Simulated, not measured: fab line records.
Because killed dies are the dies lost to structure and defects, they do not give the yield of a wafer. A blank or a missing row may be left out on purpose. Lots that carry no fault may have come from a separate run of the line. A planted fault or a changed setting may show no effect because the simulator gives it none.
Chamber matching / flow n5 finfet / 3 sister chambers for N5_BEOL_M14_TRENCH_ETCH_34 on rie diel-03
The step etches SiO2 in C4F8/O2/Ar, target depth 556.65 nm, time 126.9 s. 6 wafers are shown with their chamber, then 4 later ones without.

## WAFERS, EACH WITH ITS CHAMBER
wafer=L608.2; chamber=1; rf vpp V (V)=2244; showerhead plenum p Torr (Torr)=3.45
wafer=L608.6; chamber=1; rf vpp V (V)=2243; showerhead plenum p Torr (Torr)=3.45
wafer=L619.4; chamber=3; rf vpp V (V)=2146; showerhead plenum p Torr (Torr)=3.35
wafer=L619.6; chamber=0; rf vpp V (V)=2268; showerhead plenum p Torr (Torr)=3.51
wafer=L620.3; chamber=3; rf vpp V (V)=2145; showerhead plenum p Torr (Torr)=3.34
wafer=L620.4; chamber=0; rf vpp V (V)=2267; showerhead plenum p Torr (Torr)=3.51

## WAFERS WHOSE CHAMBER IS MISSING
wafer=L627.1; rf vpp V (V)=2144; showerhead plenum p Torr (Torr)=3.34
wafer=L627.3; rf vpp V (V)=2241; showerhead plenum p Torr (Torr)=3.43
wafer=L626.1; rf vpp V (V)=2144; showerhead plenum p Torr (Torr)=3.33
wafer=L626.3; rf vpp V (V)=2241; showerhead plenum p Torr (Torr)=3.42

## THE CHAMBER EACH PASSED THROUGH
wafer=L627.1; from the rows above=3; in truth=3
wafer=L627.3; from the rows above=1; in truth=1
wafer=L626.1; from the rows above=3; in truth=3
wafer=L626.3; from the rows above=1; in truth=1
4 of 4 placed correctly. Not placeable from these rows: 0. Placed wrongly: 0.
How it was worked out, from the rows above alone: a wafer's distance from a chamber is the root of the sum, over the readings, of the square of ((its reading less the chamber's mean) divided by the reading's scatter). The wafer belongs to the nearest chamber; if the next one is less than 2 further off, it can't be placed. The mean given for a chamber averages the wafers shown for that chamber. The scatter is the square root of a quotient: the sum, over the shown wafers, of each reading's squared deviation from its chamber's mean, divided by wafers minus chambers.
